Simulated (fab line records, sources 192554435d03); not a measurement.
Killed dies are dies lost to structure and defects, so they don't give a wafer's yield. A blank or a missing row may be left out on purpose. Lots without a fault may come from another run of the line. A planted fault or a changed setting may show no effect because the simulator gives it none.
Which tool did it? | flow n5_finfet | 12 lots, 36 wafers sampled, at 2 steps of a route of 1938

WHAT THE GAUGES READ, wafer by wafer
N5_BEOL_M10_INSPECT_13: inspects for defects (brightfield).
lot  | measured     | on                | raw_defect_count
L075 | day 10 05:04 | defect_inspect-01 | 401 563 477
L076 | day 10 09:08 | defect_inspect-01 | 437 561 426
L080 | day 11 07:13 | defect_inspect-02 | 347 325 353
L081 | day 11 13:56 | defect_inspect-01 | 381 501 444
L083 | day 11 19:49 | defect_inspect-02 | 416 338 436
L085 | day 12 14:31 | defect_inspect-02 | 352 395 315
L087 | day 13 03:52 | defect_inspect-02 | 481 418 406
L090 | day 13 14:22 | defect_inspect-02 | 417 397 433
L089 | day 13 22:22 | defect_inspect-02 | 226 456 396
L093 | day 14 20:56 | defect_inspect-02 | 393 395 331
L095 | day 15 00:30 | defect_inspect-01 | 334 480 416
L097 | day 15 17:55 | defect_inspect-01 | 454 511 473

WHICH TOOL RAN EACH LOT (tool, then ch and the chambers of the sampled wafers, then the start)
lot  | N5_BEOL_M10_PECVD_70
L075 | pecvd-02 ch 0,1, day 10 02:57
L076 | pecvd-02 ch 0,1, day 10 06:26
L080 | pecvd-03 ch 0,1,2, day 11 03:55
L081 | pecvd-02 ch 0,1, day 11 13:03
L083 | pecvd-02 ch 0,1, day 11 16:38
L085 | pecvd-03 ch 0,1, day 12 13:22
L087 | pecvd-03 ch 0,1, day 13 02:37
L090 | pecvd-03 ch 0,1,2, day 13 12:11
L089 | pecvd-02 ch 0,1,2, day 13 21:25
L093 | pecvd-04 ch 0,1, day 14 19:37
L095 | pecvd-03 ch 0,1, day 14 22:52
L097 | pecvd-03 ch 0,2, day 15 16:17
- N5_BEOL_M10_PECVD_70: deposits SiO2 from TEOS/O2, target thk 20 nm, time 22.7 s.

THE ANSWER, worked out from the rows above alone
Rule: what is usual is taken from the lots themselves. Put in order of their means at a reading, lots are off if they are a third of the lots or fewer, leave a main group of 4 or more, and stand apart from it by a gap of 3 or more times the standard deviation of the main group's means; of several such gaps the widest counts. A main group whose means are all the same, to the digits that the tables above print for the reading, isn't used. A lot without any number at a reading at which 4 lots or more have one is off too. The other lots that the step has rows for count as sound.
No lot is off at any reading shown: from this, nothing can be told.

WHAT THE SIMULATOR HAD PUT IN
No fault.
